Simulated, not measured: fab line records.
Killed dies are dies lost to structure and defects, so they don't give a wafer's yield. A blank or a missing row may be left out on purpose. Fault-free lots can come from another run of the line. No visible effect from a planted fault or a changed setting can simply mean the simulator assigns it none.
Which of the tools did it? || flow nandHarc || 11 lots, 33 wafers sampled, at 4 steps of a route of 1302

WHAT EACH GAUGE READ, for each wafer
NHARC_P_GATE_CD_MEAS_91: the cd target is 2000 nm.
{"lot": "L921", "measured": "day 5 12:18", "on": "cdSem-01", "cdNm (nm)": "1998.9 1999.5 1997.4"}
{"lot": "L922", "measured": "day 6 03:29", "on": "cdSem-03", "cdNm (nm)": "1997.7 2000.9 1996.7"}
{"lot": "L924", "measured": "day 6 21:29", "on": "cdSem-03", "cdNm (nm)": "1997.9 1996.1 1995.5"}
{"lot": "L928", "measured": "day 8 13:03", "on": "cdSem-02", "cdNm (nm)": "2001.8 2001.5 2002.5"}
{"lot": "L930", "measured": "day 9 13:02", "on": "cdSem-02", "cdNm (nm)": "1983.1 1983.4 1980.8"}
{"lot": "L938", "measured": "day 12 17:49", "on": "cdSem-03", "cdNm (nm)": "1997.2 1997.8 1997.9"}
{"lot": "L939", "measured": "day 13 05:54", "on": "cdSem-02", "cdNm (nm)": "2002.6 2001.5 1999.6"}
{"lot": "L940", "measured": "day 13 10:43", "on": "cdSem-01", "cdNm (nm)": "1998.1 1998.1 2001.0"}
{"lot": "L941", "measured": "day 14 04:09", "on": "cdSem-01", "cdNm (nm)": "1997.6 1997.5 1996.5"}
{"lot": "L942", "measured": "day 14 04:22", "on": "cdSem-03", "cdNm (nm)": "2000.2 2002.5 2001.4"}
{"lot": "L944", "measured": "day 15 03:29", "on": "cdSem-03", "cdNm (nm)": "1998.6 1998.4 1996.8"}

TOOL THAT RAN EACH LOT (tool first, then ch and the chambers of the sampled wafers, then the start)
{"lot": "L921", "NHARC_P_GATE_HM_OPEN_105": "rieDiel-11 ch 2,3, day 5 11:23 or earlier", "NHARC_P_GATE_STRIP_76": "plasmaAsher-02 ch 0,1, day 5 11:23", "NHARC_P_GATE_EXPOSE_88": "krfScanner-01 ch 0, day 5 12:08"}
{"lot": "L922", "NHARC_P_GATE_HM_OPEN_105": "rieDiel-11 ch 0,1,2, day 6 02:41 or earlier", "NHARC_P_GATE_STRIP_76": "plasmaAsher-02 ch 0,1, day 6 02:41", "NHARC_P_GATE_EXPOSE_88": "krfScanner-01 ch 0, day 6 03:20"}
{"lot": "L924", "NHARC_P_GATE_HM_OPEN_105": "rieDiel-11 ch 0,2, day 6 20:35 or earlier", "NHARC_P_GATE_STRIP_76": "plasmaAsher-02 ch 0, day 6 20:35", "NHARC_P_GATE_EXPOSE_88": "krfScanner-04 ch 0, day 6 21:20"}
{"lot": "L928", "NHARC_P_GATE_HM_OPEN_105": "rieDiel-03 ch 1,3, day 8 12:04 or earlier", "NHARC_P_GATE_STRIP_76": "plasmaAsher-01 ch 0, day 8 12:04", "NHARC_P_GATE_EXPOSE_88": "krfScanner-04 ch 0, day 8 12:53"}
{"lot": "L930", "NHARC_P_GATE_HM_OPEN_105": "rieDiel-09 ch 2,3, day 9 12:16 or earlier", "NHARC_P_GATE_STRIP_76": "plasmaAsher-01 ch 0,1, day 9 12:16", "NHARC_P_GATE_EXPOSE_88": "krfScanner-04 ch 0, day 9 12:53"}
{"lot": "L938", "NHARC_P_GATE_HM_OPEN_105": "rieDiel-11 ch 1,2, day 12 16:55 or earlier", "NHARC_P_GATE_STRIP_76": "plasmaAsher-02 ch 0,1, day 12 16:55", "NHARC_P_GATE_EXPOSE_88": "krfScanner-04 ch 0, day 12 17:40"}
{"lot": "L939", "NHARC_P_GATE_HM_OPEN_105": "rieDiel-11 ch 0,2, day 13 04:59 or earlier", "NHARC_P_GATE_STRIP_76": "plasmaAsher-01 ch 0,1, day 13 04:59", "NHARC_P_GATE_EXPOSE_88": "krfScanner-03 ch 0, day 13 05:44"}
{"lot": "L940", "NHARC_P_GATE_HM_OPEN_105": "rieDiel-11 ch 0,1, day 13 09:48 or earlier", "NHARC_P_GATE_STRIP_76": "plasmaAsher-02 ch 0,1, day 13 09:48", "NHARC_P_GATE_EXPOSE_88": "krfScanner-01 ch 0, day 13 10:34"}
{"lot": "L941", "NHARC_P_GATE_HM_OPEN_105": "rieDiel-11 ch 1,2, day 14 03:14 or earlier", "NHARC_P_GATE_STRIP_76": "plasmaAsher-01 ch 1, day 14 03:14", "NHARC_P_GATE_EXPOSE_88": "krfScanner-04 ch 0, day 14 04:00"}
{"lot": "L942", "NHARC_P_GATE_HM_OPEN_105": "rieDiel-09 ch 0,1,3, day 14 03:28 or earlier", "NHARC_P_GATE_STRIP_76": "plasmaAsher-02 ch 0,1, day 14 03:28", "NHARC_P_GATE_EXPOSE_88": "krfScanner-03 ch 0, day 14 04:13"}
{"lot": "L944", "NHARC_P_GATE_HM_OPEN_105": "rieDiel-11 ch 0,1,2, day 15 02:41 or earlier", "NHARC_P_GATE_STRIP_76": "plasmaAsher-01 ch 0,1, day 15 02:41", "NHARC_P_GATE_EXPOSE_88": "krfScanner-03 ch 0, day 15 03:19"}
- NHARC_P_GATE_HM_OPEN_105: chemistry O2/COS, target depth 360 nm.
- NHARC_P_GATE_STRIP_76: strips in O2.
- NHARC_P_GATE_EXPOSE_88: exposes mask P HVN, target cd 2000 nm.

WHAT THE TOOLS THEMSELVES READ (means of the sampled wafers that have a number; where no wafer has one, the mark that the record gives instead)
NHARC_P_GATE_HM_OPEN_105.
{"lot": "L921", "tool": "rieDiel-11", "chamberPressureMTorr (mTorr)": 19.993, "drypumpMotorCurrentA (A)": 5.0, "oesProductAu (a.u.)": 0.995, "rfVppV (V)": 466.7, "showerheadPlenumPTorr (Torr)": 3.09, "throttleValvePct (%)": 28.329}
{"lot": "L922", "tool": "rieDiel-11", "chamberPressureMTorr (mTorr)": 20.005, "drypumpMotorCurrentA (A)": 5.9, "oesProductAu (a.u.)": 1.005, "rfVppV (V)": 469.6, "showerheadPlenumPTorr (Torr)": 3.23, "throttleValvePct (%)": 28.323}
{"lot": "L924", "tool": "rieDiel-11", "chamberPressureMTorr (mTorr)": 19.992, "drypumpMotorCurrentA (A)": 6.0, "oesProductAu (a.u.)": 0.998, "rfVppV (V)": 469.5, "showerheadPlenumPTorr (Torr)": 3.22, "throttleValvePct (%)": 28.325}
{"lot": "L928", "tool": "rieDiel-03", "chamberPressureMTorr (mTorr)": 20.002, "drypumpMotorCurrentA (A)": 5.8, "oesProductAu (a.u.)": 1.006, "rfVppV (V)": 465.2, "showerheadPlenumPTorr (Torr)": 3.06, "throttleValvePct (%)": 28.335}
{"lot": "L930", "tool": "rieDiel-09", "chamberPressureMTorr (mTorr)": 19.997, "drypumpMotorCurrentA (A)": 5.9, "oesProductAu (a.u.)": 0.996, "rfVppV (V)": 467.6, "showerheadPlenumPTorr (Torr)": 3.13, "throttleValvePct (%)": 28.329}
{"lot": "L938", "tool": "rieDiel-11", "chamberPressureMTorr (mTorr)": 20.006, "drypumpMotorCurrentA (A)": 5.9, "oesProductAu (a.u.)": 0.994, "rfVppV (V)": 469.4, "showerheadPlenumPTorr (Torr)": 3.24, "throttleValvePct (%)": 28.332}
{"lot": "L939", "tool": "rieDiel-11", "chamberPressureMTorr (mTorr)": 20.012, "drypumpMotorCurrentA (A)": 5.8, "oesProductAu (a.u.)": 0.994, "rfVppV (V)": 468.7, "showerheadPlenumPTorr (Torr)": 3.19, "throttleValvePct (%)": 28.329}
{"lot": "L940", "tool": "rieDiel-11", "chamberPressureMTorr (mTorr)": 20.001, "drypumpMotorCurrentA (A)": 6.1, "oesProductAu (a.u.)": 1.004, "rfVppV (V)": 469.8, "showerheadPlenumPTorr (Torr)": 3.25, "throttleValvePct (%)": 28.337}
{"lot": "L941", "tool": "rieDiel-11", "chamberPressureMTorr (mTorr)": 20.012, "drypumpMotorCurrentA (A)": 5.9, "oesProductAu (a.u.)": 0.998, "rfVppV (V)": 469.8, "showerheadPlenumPTorr (Torr)": 3.24, "throttleValvePct (%)": 28.333}
{"lot": "L942", "tool": "rieDiel-09", "chamberPressureMTorr (mTorr)": 20.012, "drypumpMotorCurrentA (A)": 5.7, "oesProductAu (a.u.)": 1.001, "rfVppV (V)": 467.8, "showerheadPlenumPTorr (Torr)": 3.15, "throttleValvePct (%)": 28.330}
{"lot": "L944", "tool": "rieDiel-11", "chamberPressureMTorr (mTorr)": 19.983, "drypumpMotorCurrentA (A)": 5.9, "oesProductAu (a.u.)": 0.995, "rfVppV (V)": 469.1, "showerheadPlenumPTorr (Torr)": 3.23, "throttleValvePct (%)": 28.339}

NHARC_P_GATE_STRIP_76.
{"lot": "L921", "tool": "plasmaAsher-02", "drypumpMotorCurrentA (A)": 5.8, "heaterPowerW (W)": 334, "rfReflPowerW (W)": 27}
{"lot": "L922", "tool": "plasmaAsher-02", "drypumpMotorCurrentA (A)": 5.8, "heaterPowerW (W)": 339, "rfReflPowerW (W)": 28}
{"lot": "L924", "tool": "plasmaAsher-02", "drypumpMotorCurrentA (A)": 5.9, "heaterPowerW (W)": 350, "rfReflPowerW (W)": 32}
{"lot": "L928", "tool": "plasmaAsher-01", "drypumpMotorCurrentA (A)": 6.0, "heaterPowerW (W)": 422, "rfReflPowerW (W)": 31}
{"lot": "L930", "tool": "plasmaAsher-01", "drypumpMotorCurrentA (A)": 5.7, "heaterPowerW (W)": 402, "rfReflPowerW (W)": 26}
{"lot": "L938", "tool": "plasmaAsher-02", "drypumpMotorCurrentA (A)": 5.8, "heaterPowerW (W)": 311, "rfReflPowerW (W)": 23}
{"lot": "L939", "tool": "plasmaAsher-01", "drypumpMotorCurrentA (A)": 5.3, "heaterPowerW (W)": 379, "rfReflPowerW (W)": 18}
{"lot": "L940", "tool": "plasmaAsher-02", "drypumpMotorCurrentA (A)": 5.9, "heaterPowerW (W)": 335, "rfReflPowerW (W)": 27}
{"lot": "L941", "tool": "plasmaAsher-01", "drypumpMotorCurrentA (A)": 5.0, "heaterPowerW (W)": 349, "rfReflPowerW (W)": 12}
{"lot": "L942", "tool": "plasmaAsher-02", "drypumpMotorCurrentA (A)": 5.8, "heaterPowerW (W)": 334, "rfReflPowerW (W)": 27}
{"lot": "L944", "tool": "plasmaAsher-01", "drypumpMotorCurrentA (A)": 5.7, "heaterPowerW (W)": 400, "rfReflPowerW (W)": 24}

NHARC_P_GATE_EXPOSE_88.
{"lot": "L921", "tool": "krfScanner-01", "exposureDoseMJCm2": 11.875}
{"lot": "L922", "tool": "krfScanner-01", "exposureDoseMJCm2": 11.870}
{"lot": "L924", "tool": "krfScanner-04", "exposureDoseMJCm2": 11.851}
{"lot": "L928", "tool": "krfScanner-04", "exposureDoseMJCm2": 11.860}
{"lot": "L930", "tool": "krfScanner-04", "exposureDoseMJCm2": 11.870}
{"lot": "L938", "tool": "krfScanner-04", "exposureDoseMJCm2": 11.871}
{"lot": "L939", "tool": "krfScanner-03", "exposureDoseMJCm2": 11.852}
{"lot": "L940", "tool": "krfScanner-01", "exposureDoseMJCm2": 11.863}
{"lot": "L941", "tool": "krfScanner-04", "exposureDoseMJCm2": 11.858}
{"lot": "L942", "tool": "krfScanner-03", "exposureDoseMJCm2": 11.875}
{"lot": "L944", "tool": "krfScanner-03", "exposureDoseMJCm2": 11.876}

THE ANSWER, worked out from the rows above alone
Rule: the usual values come from the lots themselves. The widest of any qualifying gaps counts: lots, ordered by their means at a reading, are off when they make up no more than a third of the lots, leave a main group of 4 or more, and stand apart from it by 3 or more times the standard deviation of that group's means. If all means in a main group match to the digits the tables above print for the reading, that group is not used. Also off: a lot with no number at a reading for which 4 or more lots have one. All remaining lots with rows at the step are treated as sound. Order of review: gauges by route order, followed by the tools' own readings, for which a lot's mean as printed above is used. At the first step where some lot is off, the reading lying furthest off is the one used; lots without a number count as furthest.
Off: L930 (NHARC_P_GATE_CD_MEAS_91, cdNm). For the main group the mean is 1999.0 nm and the standard deviation 1.8.
If a tool, at a process step before that reading, ran all the lots that are off and no sound lot after the first of them, it fits. Gauges at NHARC_P_GATE_CD_MEAS_91: tried the same way as those tools. NHARC_P_GATE_HM_OPEN_105 gives no start for some lots, so the hours and the order of its lots are those of NHARC_P_GATE_STRIP_76. Not one of the candidates tried fits.

WHAT THE SIMULATOR HAD PUT IN
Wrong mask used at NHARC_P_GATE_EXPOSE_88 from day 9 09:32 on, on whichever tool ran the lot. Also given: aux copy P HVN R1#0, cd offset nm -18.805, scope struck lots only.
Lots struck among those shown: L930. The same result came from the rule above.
